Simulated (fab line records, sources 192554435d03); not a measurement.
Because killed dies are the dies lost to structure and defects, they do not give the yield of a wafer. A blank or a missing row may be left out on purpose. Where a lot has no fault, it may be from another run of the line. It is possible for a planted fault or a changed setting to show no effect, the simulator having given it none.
fab line records	flow n5-finfet
[record] lots = 24	wafers = 72	last-day = 19
route steps=1938 shown SD_EPI_N@294 SD_EPI_P@316 ILD0@338 HKMG_FIN@398
lots that met no fault: from a run of the same line without faults
start-h: hours from the record's opening day to when the first of the lot's shown wafers began	wait-h: hours elapsed since this lot's preceding step	" identical to the entry in the row above	L1.1+2: several wafers, shown together as one row	- either no value or no given start	* or withheld: withheld	< > ~ a bound
route shown NAME@n: a module of which the file shows steps, and the number in the route of the first	usual: the fault-free wafers' mean and standard deviation	same: alike in all rows	chamber/n: place in a boat	sites: each site's reading	_std_site: the values' standard deviation	_edge_site: the outer-site mean with the inner-site mean subtracted	radius-mm: how far each site lies from the wafer's centre	mask NAME#n: copy n	behind: the tool/chamber that last shaped the wafer	hold: what put the lot on hold/how long, in hours/how the hold closed	device: the n, p or np transistor that did not switch	end of line: the same wafers' tests at the end of the route	where a step has no rows: the recipe by itself	killed: count of dies lost to structure and defects at first sort (not the wafer's yield)	map: per-die view of a wafer (x killed, . not killed, _ where there is no die)
set.NAME: the setting that was run; set.NAME@STEP: the one run at that earlier step	model.NAME: the simulator's own value behind a step, which no gauge read
one table for each step of the route and one row for each wafer, over a sample of lots
services: when a tool's chamber went out of use (start-h, in hours from the record's first day, below 0 if earlier), for how many hours, and the reason
[[steps]]
[step N5_SD_EPI_N_INSPECT_26]
[recipe] inspect-instrument = darkfield	mode = post-epi
[usual] raw-defect-count = 220/47
lot.wafer	tool	chamber	start-h	wait-h	raw-defect-count
L074.1	defect-inspect-02	-	53.30	0.1	257
L074.3	"	-	"	"	225
L074.5	"	-	"	"	264
L075.1	defect-inspect-01	-	63.75	0.1	243
L075.4	"	-	"	"	280
L075.6	"	-	"	"	289
L076.2	defect-inspect-01	-	67.86	0.1	201
L076.3	"	-	"	"	199
L076.6	"	-	"	"	229
L077.2	defect-inspect-01	-	71.13	0.1	249
L077.3	"	-	"	"	178
L077.4	"	-	"	"	208
L078.1	defect-inspect-02	-	80.44	0.2	340
L078.3	"	-	"	"	341
L078.6	"	-	"	"	250
L079.2	defect-inspect-01	-	83.07	0.1	155
L079.3	"	-	"	"	199
L079.5	"	-	"	"	210
L080.1	defect-inspect-02	-	89.87	0.1	209
L080.3	"	-	"	"	225
L080.4	"	-	"	"	162
L081.1	defect-inspect-02	-	94.55	0.1	204
L081.4	"	-	"	"	235
L081.6	"	-	"	"	184
L082.1	defect-inspect-01	-	104.42	0.1	203
L082.3	"	-	"	"	218
L082.6	"	-	"	"	221
L083.1	defect-inspect-01	-	107.97	0.1	246
L083.2	"	-	"	"	192
L083.3	"	-	"	"	261
L084.3	defect-inspect-02	-	117.83	0.1	239
L084.4	"	-	"	"	238
L084.6	"	-	"	"	193
L085.3	defect-inspect-02	-	122.53	0.1	190
L085.5	"	-	"	"	202
L085.6	"	-	"	"	289
L086.1	defect-inspect-02	-	126.15	0.1	230
L086.4	"	-	"	"	248
L086.5	"	-	"	"	288
L087.1	defect-inspect-01	-	130.55	0.1	191
L087.4	"	-	"	"	220
L087.5	"	-	"	"	152
L088.3	defect-inspect-02	-	139.36	0.1	300
L088.5	"	-	"	"	200
L088.6	"	-	"	"	212
L089.2	defect-inspect-01	-	144.44	0.1	202
L089.3	"	-	"	"	187
L089.5	"	-	"	"	180
L090.1	defect-inspect-01	-	152.71	0.1	175
L090.3	"	-	"	"	186
L090.6	"	-	"	"	194
L091.1	defect-inspect-02	-	158.03	0.1	195
L091.4	"	-	"	"	174
L091.6	"	-	"	"	208
L092.2	defect-inspect-01	-	162.15	0.1	166
L092.3	"	-	"	"	140
L092.6	"	-	"	"	204
L093.1	defect-inspect-02	-	168.42	0.1	245
L093.3	"	-	"	"	276
L093.5	"	-	"	"	264
L094.3	defect-inspect-01	-	175.25	0.1	177
L094.5	"	-	"	"	197
L094.6	"	-	"	"	186
L095.2	defect-inspect-01	-	179.73	0.1	165
L095.4	"	-	"	"	211
L095.5	"	-	"	"	200
L096.3	defect-inspect-01	-	184.53	0.1	212
L096.4	"	-	"	"	194
L096.5	"	-	"	"	238
L097.1	defect-inspect-01	-	190.07	0.1	205
L097.3	"	-	"	"	232
L097.4	"	-	"	"	193
[step N5_SD_EPI_P_STRIP_40]
[recipe] chemistry = N2/H2	power-w = 1000	temp-c = 250	h2-frac = 0.65	overash-fraction = 0.3	pressure-mtorr = withheld	n2-flow-sccm = 1750	h2-flow-sccm = 3250
[usual] drypump-motor-current-A = 6.38/0.078	heater-power-w = 320/16	oes-product-au = 0.762/0.011
lot.wafer	tool	chamber	start-h	wait-h	drypump-motor-current-A	heater-power-w	oes-product-au	rf-hours-counter-h
L074.1	plasma-asher-01	0	54.63	0.0	6.44	301	0.764	70
L074.3	"	1	"	"	6.43	316	0.759	-
L074.5	"	1	"	"	6.38	322	0.770	-
L075.1	plasma-asher-02	1	64.95	0.0	6.43	339	0.746	42
L075.4	"	0	"	"	6.27	327	0.751	-
L075.6	"	0	"	"	6.24	318	0.749	-
L076.2	plasma-asher-02	1	69.06	0.0	6.45	338	0.772	43
L076.3	"	1	"	"	6.41	345	0.751	-
L076.6	"	0	"	"	6.23	325	0.759	-
L077.2	plasma-asher-01	0	72.45	0.0	6.45	301	0.747	75
L077.3	"	0	"	"	6.44	305	0.760	-
L077.4	"	1	"	"	6.42	319	0.765	-
L078.1	plasma-asher-01	0	81.76	0.0	6.43	308	0.783	76
L078.3	"	1	"	"	6.40	309	0.755	-
L078.6	"	0	"	"	6.46	303	0.762	-
L079.2	plasma-asher-01	0	84.54	0.0	6.42	293	0.770	76
L079.3	"	0	"	"	6.44	309	0.757	-
L079.5	"	1	"	"	6.43	313	0.773	-
L080.1	plasma-asher-01	1	91.07	0.0	6.38	319	0.775	77
L080.3	"	0	"	"	6.44	304	0.758	-
L080.4	"	1	"	"	6.39	315	0.751	-
L081.1	plasma-asher-01	1	95.75	0.0	6.38	322	0.764	79
L081.4	"	0	"	"	6.45	308	0.753	-
L081.6	"	0	"	"	6.44	297	0.749	-
L082.1	plasma-asher-01	1	105.74	0.0	6.43	314	0.768	80
L082.3	"	0	"	"	6.42	306	0.779	-
L082.6	"	1	"	"	6.43	316	0.763	-
L083.1	plasma-asher-01	1	109.16	0.0	6.40	307	0.777	81
L083.2	"	0	"	"	6.40	303	0.742	81
L083.3	"	0	"	"	6.41	309	0.774	-
L084.3	plasma-asher-02	0	119.17	0.0	6.22	324	0.747	-
L084.4	"	1	"	"	6.42	345	0.755	-
L084.6	"	1	"	"	6.44	352	0.749	-
L085.3	plasma-asher-01	0	124.17	0.0	6.43	307	0.749	-
L085.5	"	0	"	"	6.43	303	0.762	-
L085.6	"	1	"	"	6.38	315	0.770	-
L086.1	plasma-asher-01	1	127.46	0.0	6.39	305	0.750	83
L086.4	"	0	"	"	6.46	293	0.764	-
L086.5	"	1	"	"	6.39	319	0.778	-
L087.1	plasma-asher-01	1	131.74	0.0	6.37	317	0.770	83
L087.4	"	1	"	"	6.38	315	0.760	-
L087.5	"	0	"	"	6.44	302	0.768	-
L088.3	plasma-asher-01	1	140.73	0.0	6.40	313	0.747	-
L088.5	"	1	"	"	6.40	320	0.774	-
L088.6	"	0	"	"	6.42	302	0.772	-
L089.2	plasma-asher-02	0	145.80	0.1	6.24	332	0.762	58
L089.3	"	1	"	"	6.41	347	0.789	-
L089.5	"	0	"	"	6.24	308	0.756	-
L090.1	plasma-asher-02	1	153.91	0.0	6.44	352	0.763	61
L090.3	"	1	"	"	6.48	347	0.773	-
L090.6	"	1	"	"	6.45	347	0.761	-
L091.1	plasma-asher-02	1	159.35	0.0	6.42	344	0.778	61
L091.4	"	0	"	"	6.26	314	0.785	-
L091.6	"	1	"	"	6.41	358	0.768	-
L092.2	plasma-asher-02	1	163.47	0.0	6.44	351	0.765	62
L092.3	"	1	"	"	6.44	343	0.748	-
L092.6	"	0	"	"	6.22	321	0.771	-
L093.1	plasma-asher-01	1	169.74	0.0	6.35	310	0.769	90
L093.3	"	0	"	"	6.46	300	0.742	-
L093.5	"	1	"	"	6.38	307	0.768	-
L094.3	plasma-asher-02	0	177.70	0.0	6.22	322	0.736	-
L094.5	"	1	"	"	6.43	354	0.771	-
L094.6	"	0	"	"	6.25	326	0.768	-
L095.2	plasma-asher-02	1	181.04	0.0	6.42	343	0.756	66
L095.4	"	0	"	"	6.24	316	0.766	-
L095.5	"	0	"	"	6.24	324	0.750	-
L096.3	plasma-asher-02	0	185.87	0.0	6.24	324	0.775	-
L096.4	"	1	"	"	6.44	343	0.762	-
L096.5	"	0	"	"	6.24	326	0.770	-
L097.1	plasma-asher-01	1	191.39	0.0	6.40	315	0.786	94
L097.3	"	1	"	"	6.38	315	0.754	-
L097.4	"	0	"	"	6.44	308	0.747	-
[step N5_ILD0_CMP_03]
[recipe] stop-on = SiNx	t-overpolish-s = 1.9	post-cmp-clean = alkaline-brush	down-force-psi = 4.1491	platen-rpm = 51.796	pad-velocity-m-s = 1.0306	target-thk-nm = 197.38
[usual] motor-current-A = 12.5/1.4	overpolish-run-s = 1.900/0.0094	slurry-filter-dp-kPa = 13.47/0.14	time-to-endpoint-s = 66/3.8
lot.wafer	tool	chamber	start-h	wait-h	motor-current-A	overpolish-run-s	slurry-filter-dp-kPa	time-to-endpoint-s
L074.3	cmp-02	0	61.75	0.0	10.1	1.904	13.25	66
L074.1	"	2	"	"	11.7	1.913	13.39	66
L074.5	"	1	"	"	12.4	1.907	13.68	68
L075.1	cmp-04	1	72.67	0.0	12.7	1.883	13.65	64
L075.4	"	3	"	"	11.8	1.892	13.45	68
L075.6	"	1	"	"	12.2	1.887	13.42	67
L076.3	cmp-04	0	75.96	0.0	15.0	1.912	13.47	59
L076.2	"	3	"	"	11.6	1.883	13.53	65
L076.6	"	0	"	"	14.4	1.905	13.37	62
L077.3	cmp-01	2	78.64	0.0	12.1	1.911	13.64	67
L077.2	"	3	"	"	15.1	1.909	13.51	66
L077.4	"	0	"	"	10.2	1.915	13.74	59
L078.1	cmp-04	0	88.34	0.1	15.1	1.898	13.47	61
L078.3	"	1	"	"	12.5	1.901	13.25	62
L078.6	"	3	"	"	11.5	1.904	13.67	65
L079.2	cmp-02	2	90.65	0.1	11.3	1.891	13.54	68
L079.3	"	0	"	"	10.9	1.894	13.37	72
L079.5	"	2	"	"	11.3	1.903	13.49	69
L080.3	cmp-04	2	98.01	0.1	13.7	1.894	13.75	66
L080.4	"	3	"	"	11.7	1.905	13.62	65
L080.1	"	0	"	"	14.4	1.900	13.51	63
L081.4	cmp-01	0	102.13	0.1	11.1	1.894	13.42	58
L081.1	"	1	"	"	10.7	1.906	13.70	67
L081.6	"	0	"	"	11.1	1.890	13.48	62
L082.1	cmp-04	2	111.83	0.1	13.9	1.894	13.55	63
L082.3	"	3	"	"	12.0	1.900	13.66	63
L082.6	"	2	"	"	13.5	1.900	13.77	64
L083.1	cmp-02	3	116.20	0.0	11.3	1.887	13.33	68
L083.2	"	1	"	"	13.2	1.902	13.42	71
L083.3	"	2	"	"	11.0	1.915	13.48	67
L084.4	cmp-01	0	125.25	0.1	10.6	1.908	13.26	60
L084.3	"	1	"	"	10.3	1.914	13.52	67
L084.6	"	3	"	"	14.1	1.902	13.51	69
L085.3	cmp-01	3	130.39	0.1	14.5	1.888	13.38	66
L085.6	"	0	"	"	10.4	1.901	13.39	63
L085.5	"	1	"	"	10.5	1.892	13.59	68
L086.1	cmp-01	3	135.70	0.0	14.4	1.900	13.29	67
L086.4	"	0	"	"	11.1	1.908	13.44	60
L086.5	"	0	"	"	11.5	1.905	13.52	62
L087.1	cmp-04	0	137.82	0.1	14.3	1.911	13.32	57
L087.4	"	1	"	"	12.4	1.908	13.67	61
L087.5	"	3	"	"	11.7	1.904	13.32	64
L088.3	cmp-04	2	150.25	0.0	13.0	1.881	13.69	65
L088.5	"	2	"	"	13.2	1.896	13.30	64
L088.6	"	3	"	"	12.0	1.903	13.52	64
L089.2	cmp-02	0	152.85	0.1	10.2	1.882	13.42	70
L089.3	"	1	"	"	13.4	1.896	13.25	71
L089.5	"	2	"	"	11.1	1.901	13.62	69
L090.3	cmp-04	1	160.98	0.1	12.6	1.905	13.29	65
L090.1	"	2	"	"	13.1	1.908	13.63	67
L090.6	"	1	"	"	13.1	1.892	13.56	65
L091.4	cmp-02	2	166.45	0.1	11.5	1.896	13.49	70
L091.1	"	3	"	"	11.9	1.902	13.34	70
L091.6	"	1	"	"	13.1	1.888	13.35	71
L092.3	cmp-02	2	171.53	0.1	11.2	1.898	13.86	68
L092.2	"	3	"	"	11.2	1.897	13.55	71
L092.6	"	2	"	"	11.3	1.895	13.25	64
L093.1	cmp-04	2	176.01	0.1	12.9	1.896	13.44	66
L093.3	"	3	"	"	11.5	1.903	13.43	68
L093.5	"	1	"	"	12.3	1.898	13.32	65
L094.3	cmp-04	3	185.86	0.1	12.0	1.905	13.32	70
L094.6	"	0	"	"	14.3	1.898	13.52	68
L094.5	"	1	"	"	13.0	1.915	13.35	67
L095.2	cmp-02	2	188.29	0.0	11.4	1.913	13.78	73
L095.4	"	3	"	"	11.1	1.892	13.51	74
L095.5	"	2	"	"	11.5	1.894	13.40	74
L096.4	cmp-04	3	193.55	0.1	12.3	1.903	13.24	70
L096.3	"	0	"	"	15.2	1.885	13.41	65
L096.5	"	3	"	"	12.3	1.902	13.54	68
L097.4	cmp-04	0	199.40	0.0	14.9	1.892	13.30	62
L097.3	"	2	"	"	12.7	1.901	13.51	69
L097.1	"	3	"	"	12.4	1.901	13.57	66
[step N5_ILD0_CMP_12]
[recipe] stop-on = poly-Si	material = SiNx	t-overpolish-s = 6	post-cmp-clean = alkaline-brush	down-force-psi = 2.5	platen-rpm = 51.8	pad-velocity-m-s = 1.0307	target-thk-nm = 17.67
[usual] motor-current-A = 8.9/0.96	overpolish-run-s = 5.999/0.0086	slurry-filter-dp-kPa = 13.49/0.13	time-to-endpoint-s = 27.0/2.5
lot.wafer	tool	chamber	start-h	wait-h	motor-current-A	overpolish-run-s	slurry-filter-dp-kPa	time-to-endpoint-s
L074.1	cmp-04	0	65.29	1.1	10.2	6.002	13.78	25.4
L074.3	"	1	"	"	8.9	5.995	13.38	27.8
L074.5	"	1	"	"	9.1	6.002	13.72	23.1
L075.1	cmp-02	1	76.33	1.2	9.4	6.011	13.55	28.2
L075.4	"	2	"	"	8.1	5.992	13.52	27.1
L075.6	"	3	"	"	8.3	5.994	13.56	29.4
L076.2	cmp-01	2	80.11	1.1	9.1	6.026	13.42	27.4
L076.3	"	0	"	"	8.0	5.996	13.69	23.8
L076.6	"	2	"	"	8.9	5.994	13.41	26.6
L077.2	cmp-02	0	82.18	1.1	7.8	5.999	13.49	27.6
L077.4	"	1	"	"	9.2	5.991	13.64	30.6
L077.3	"	3	"	"	8.4	6.000	13.10	27.6
L078.1	cmp-02	1	92.04	1.1	9.7	6.000	13.62	26.8
L078.3	"	2	"	"	8.3	5.983	13.42	26.3
L078.6	"	1	"	"	9.4	5.988	13.48	26.8
L079.3	cmp-04	1	95.41	1.2	9.1	5.998	13.31	24.5
L079.2	"	2	"	"	9.5	6.008	13.48	23.2
L079.5	"	0	"	"	10.5	6.007	13.50	24.9
L080.4	cmp-02	2	101.54	1.1	8.0	5.993	13.61	28.9
L080.1	"	3	"	"	8.2	5.997	13.47	29.3
L080.3	"	0	"	"	7.8	6.000	13.20	27.1
L081.1	cmp-02	1	105.63	1.1	9.6	6.023	13.45	30.3
L081.4	"	2	"	"	8.5	5.997	13.41	24.8
L081.6	"	1	"	"	9.6	5.993	13.46	29.7
L082.3	cmp-02	0	115.59	1.1	7.6	5.989	13.54	27.2
L082.1	"	3	"	"	8.6	5.993	13.47	28.7
L082.6	"	1	"	"	9.8	5.987	13.39	31.4
L083.1	cmp-01	1	119.78	1.2	8.1	6.003	13.56	32.9
L083.3	"	2	"	"	8.9	5.994	13.50	30.6
L083.2	"	3	"	"	10.8	6.000	13.35	32.3
L084.3	cmp-02	0	128.75	1.1	7.5	5.993	13.39	27.2
L084.4	"	3	"	"	8.1	5.992	13.61	29.8
L084.6	"	0	"	"	8.1	6.002	13.46	27.1
L085.3	cmp-01	1	135.23	1.2	7.6	6.008	13.41	25.6
L085.6	"	0	"	"	8.1	5.991	13.51	21.5
L085.5	"	1	"	"	7.4	5.974	13.62	26.8
L086.1	cmp-02	0	139.23	1.1	8.2	6.000	13.60	23.5
L086.4	"	1	"	"	9.4	5.997	13.72	24.9
L086.5	"	0	"	"	7.7	6.003	13.49	22.4
L087.1	cmp-04	1	141.41	1.1	8.7	5.986	13.68	22.8
L087.4	"	0	"	"	10.2	6.003	13.66	21.9
L087.5	"	2	"	"	9.9	5.983	13.57	26.0
L088.3	cmp-04	3	153.87	1.2	8.8	5.994	13.53	23.5
L088.5	"	1	"	"	9.4	6.003	13.57	23.0
L088.6	"	2	"	"	9.1	5.991	13.43	23.2
L089.2	cmp-04	3	156.38	1.2	8.4	6.016	13.38	26.1
L089.3	"	0	"	"	10.1	6.003	13.53	24.5
L089.5	"	2	"	"	10.0	6.000	13.50	27.6
L090.3	cmp-01	1	164.52	1.2	7.2	6.004	13.45	29.8
L090.1	"	3	"	"	10.8	5.992	13.34	27.3
L090.6	"	0	"	"	7.7	6.003	13.42	26.3
L091.1	cmp-04	0	169.92	1.1	10.2	5.993	13.54	23.5
L091.4	"	2	"	"	9.5	5.991	13.43	29.8
L091.6	"	1	"	"	8.9	5.997	13.18	27.5
L092.2	cmp-04	0	175.08	1.2	10.7	6.006	13.71	25.6
L092.3	"	1	"	"	9.1	6.010	13.40	24.6
L092.6	"	3	"	"	8.8	5.999	13.50	24.8
L093.1	cmp-04	3	179.58	1.2	9.0	5.976	13.35	27.2
L093.3	"	0	"	"	10.5	6.012	13.29	25.3
L093.5	"	2	"	"	9.5	5.992	13.45	29.4
L094.3	cmp-02	1	189.69	1.2	9.1	5.994	13.84	27.1
L094.6	"	3	"	"	8.4	6.013	13.63	26.1
L094.5	"	0	"	"	8.0	5.993	13.59	25.3
L095.2	cmp-04	2	191.83	1.1	9.5	5.994	13.55	29.0
L095.4	"	3	"	"	8.5	6.005	13.38	30.3
L095.5	"	3	"	"	8.5	6.011	13.47	30.1
L096.3	cmp-01	0	197.08	1.2	8.1	5.999	13.70	24.1
L096.4	"	2	"	"	9.3	6.008	13.69	31.6
L096.5	"	0	"	"	8.0	6.003	13.46	26.7
L097.4	cmp-02	1	203.03	1.1	9.6	5.987	13.46	30.5
L097.3	"	2	"	"	8.0	5.986	13.55	26.2
L097.1	"	3	"	"	8.0	6.003	13.47	27.3
[step N5_HKMG_FIN_CD_MEAS_49]
[recipe] target-cd-nm = 202	landing-energy-ev = 500	detector = se-inlens	polarity = opening
[usual] cd-nm = 201.5/0.84
[same] landing-energy-ev = 500
lot.wafer	tool	chamber	start-h	wait-h	cd-nm
L074.1	cd-sem-03	0	72.25	-	201.9
L074.3	"	0	"	"	203.4
L074.5	"	0	"	"	202.3
L075.1	cd-sem-02	0	82.47	-	200.1
L075.4	"	0	"	"	201.8
L075.6	"	0	"	"	200.8
L076.2	cd-sem-01	0	87.63	-	202.2
L076.3	"	0	"	"	201.6
L076.6	"	0	"	"	201.2
L077.2	cd-sem-02	0	88.49	-	201.4
L077.3	"	0	"	"	200.8
L077.4	"	0	"	"	200.4
L078.1	cd-sem-03	0	98.43	-	201.9
L078.3	"	0	"	"	201.4
L078.6	"	0	"	"	202.1
L079.2	cd-sem-03	0	101.61	-	202.8
L079.3	"	0	"	"	201.0
L079.5	"	0	"	"	202.0
L080.1	cd-sem-02	0	108.44	-	201.8
L080.3	"	0	"	"	202.4
L080.4	"	0	"	"	202.2
L081.1	cd-sem-01	0	111.90	-	200.8
L081.4	"	0	"	"	200.6
L081.6	"	0	"	"	200.9
L082.1	cd-sem-02	0	121.88	-	201.4
L082.3	"	0	"	"	202.6
L082.6	"	0	"	"	201.2
L083.1	cd-sem-02	0	126.85	-	203.0
L083.2	"	0	"	"	201.9
L083.3	"	0	"	"	203.5
L084.3	cd-sem-02	0	135.11	-	201.2
L084.4	"	0	"	"	201.2
L084.6	"	0	"	"	202.0
L085.3	cd-sem-01	0	141.39	-	201.2
L085.5	"	0	"	"	202.3
L085.6	"	0	"	"	201.8
L086.1	cd-sem-01	0	145.69	-	201.6
L086.4	"	0	"	"	201.3
L086.5	"	0	"	"	200.3
L087.1	cd-sem-01	0	147.70	-	201.6
L087.4	"	0	"	"	202.5
L087.5	"	0	"	"	201.8
L088.3	cd-sem-02	0	160.67	-	202.4
L088.5	"	0	"	"	202.2
L088.6	"	0	"	"	201.9
L089.2	cd-sem-02	0	163.55	-	199.4
L089.3	"	0	"	"	200.2
L089.5	"	0	"	"	201.1
L090.1	cd-sem-02	0	170.68	-	201.2
L090.3	"	0	"	"	201.6
L090.6	"	0	"	"	200.8
L091.1	cd-sem-02	0	176.27	-	200.4
L091.4	"	0	"	"	200.8
L091.6	"	0	"	"	201.2
L092.2	cd-sem-02	0	182.63	-	200.6
L092.3	"	0	"	"	200.4
L092.6	"	0	"	"	201.4
L093.1	cd-sem-01	0	186.11	-	202.4
L093.3	"	0	"	"	202.5
L093.5	"	0	"	"	200.9
L094.3	cd-sem-03	0	196.34	-	202.1
L094.5	"	0	"	"	202.7
L094.6	"	0	"	"	202.0
L095.2	cd-sem-02	0	198.45	-	201.8
L095.4	"	0	"	"	201.4
L095.5	"	0	"	"	201.5
L096.3	cd-sem-01	0	203.29	-	202.2
L096.4	"	0	"	"	201.2
L096.5	"	0	"	"	201.3
L097.1	cd-sem-01	0	209.34	-	201.0
L097.3	"	0	"	"	200.7
L097.4	"	0	"	"	201.4
[step N5_HKMG_FIN_INSPECT_61]
[recipe] mode = adi	inspect-instrument = macro
[usual] raw-defect-count = 2.1/1.5
lot.wafer	tool	chamber	start-h	wait-h	raw-defect-count
L074.1	defect-inspect-01	-	72.30	0.0	3
L074.3	"	-	"	"	3
L074.5	"	-	"	"	1
L075.1	defect-inspect-02	-	82.53	0.0	0
L075.4	"	-	"	"	0
L075.6	"	-	"	"	4
L076.2	defect-inspect-02	-	87.68	0.0	3
L076.3	"	-	"	"	1
L076.6	"	-	"	"	2
L077.2	defect-inspect-02	-	88.54	0.0	5
L077.3	"	-	"	"	2
L077.4	"	-	"	"	1
L078.1	defect-inspect-02	-	98.49	0.0	0
L078.3	"	-	"	"	1
L078.6	"	-	"	"	3
L079.2	defect-inspect-02	-	101.67	0.0	3
L079.3	"	-	"	"	0
L079.5	"	-	"	"	3
L080.1	defect-inspect-01	-	108.49	0.0	2
L080.3	"	-	"	"	1
L080.4	"	-	"	"	2
L081.1	defect-inspect-02	-	111.96	0.0	3
L081.4	"	-	"	"	8
L081.6	"	-	"	"	2
L082.1	defect-inspect-02	-	121.94	0.0	4
L082.3	"	-	"	"	1
L082.6	"	-	"	"	5
L083.1	defect-inspect-02	-	126.91	0.0	4
L083.2	"	-	"	"	2
L083.3	"	-	"	"	1
L084.3	defect-inspect-01	-	135.16	0.0	2
L084.4	"	-	"	"	2
L084.6	"	-	"	"	0
L085.3	defect-inspect-01	-	141.44	0.0	1
L085.5	"	-	"	"	1
L085.6	"	-	"	"	3
L086.1	defect-inspect-01	-	145.75	0.0	2
L086.4	"	-	"	"	2
L086.5	"	-	"	"	1
L087.1	defect-inspect-01	-	147.76	0.0	1
L087.4	"	-	"	"	1
L087.5	"	-	"	"	0
L088.3	defect-inspect-01	-	160.72	0.0	2
L088.5	"	-	"	"	1
L088.6	"	-	"	"	6
L089.2	defect-inspect-01	-	163.61	0.0	3
L089.3	"	-	"	"	4
L089.5	"	-	"	"	2
L090.1	defect-inspect-02	-	170.74	0.0	5
L090.3	"	-	"	"	0
L090.6	"	-	"	"	3
L091.1	defect-inspect-01	-	176.32	0.0	2
L091.4	"	-	"	"	4
L091.6	"	-	"	"	3
L092.2	defect-inspect-02	-	182.68	0.0	4
L092.3	"	-	"	"	1
L092.6	"	-	"	"	2
L093.1	defect-inspect-02	-	186.16	0.0	3
L093.3	"	-	"	"	1
L093.5	"	-	"	"	2
L094.3	defect-inspect-01	-	196.39	0.0	1
L094.5	"	-	"	"	1
L094.6	"	-	"	"	0
L095.2	defect-inspect-02	-	198.50	0.0	1
L095.4	"	-	"	"	4
L095.5	"	-	"	"	3
L096.3	defect-inspect-01	-	203.35	0.0	2
L096.4	"	-	"	"	2
L096.5	"	-	"	"	0
L097.1	defect-inspect-02	-	209.40	0.0	3
L097.3	"	-	"	"	1
L097.4	"	-	"	"	2
[[services]]
tool	chamber	start-h	hours	kind
cmp-04	-	36.48	4.0	pm
cmp-02	-	37.90	2.7	repair
cmp-04	-	40.48	-	consumable-replace:conditioner
cmp-04	-	40.48	-	consumable-replace:pad
cmp-04	-	41.18	2.0	repair
plasma-asher-01	-	50.63	0.7	repair
cmp-04	-	59.60	1.8	repair
cmp-02	-	63.53	3.0	repair
cmp-01	-	65.58	13.0	pm
cmp-01	-	92.15	6.0	repair
cmp-04	-	112.58	3.5	pm
plasma-asher-01	-	116.91	6.5	repair
cmp-02	-	129.15	4.9	repair
cmp-01	-	153.41	0.8	repair
cmp-01	-	166.14	4.0	pm
cmp-01	-	170.14	-	consumable-replace:conditioner
cmp-01	-	170.14	-	consumable-replace:pad
[[key]]
fault none
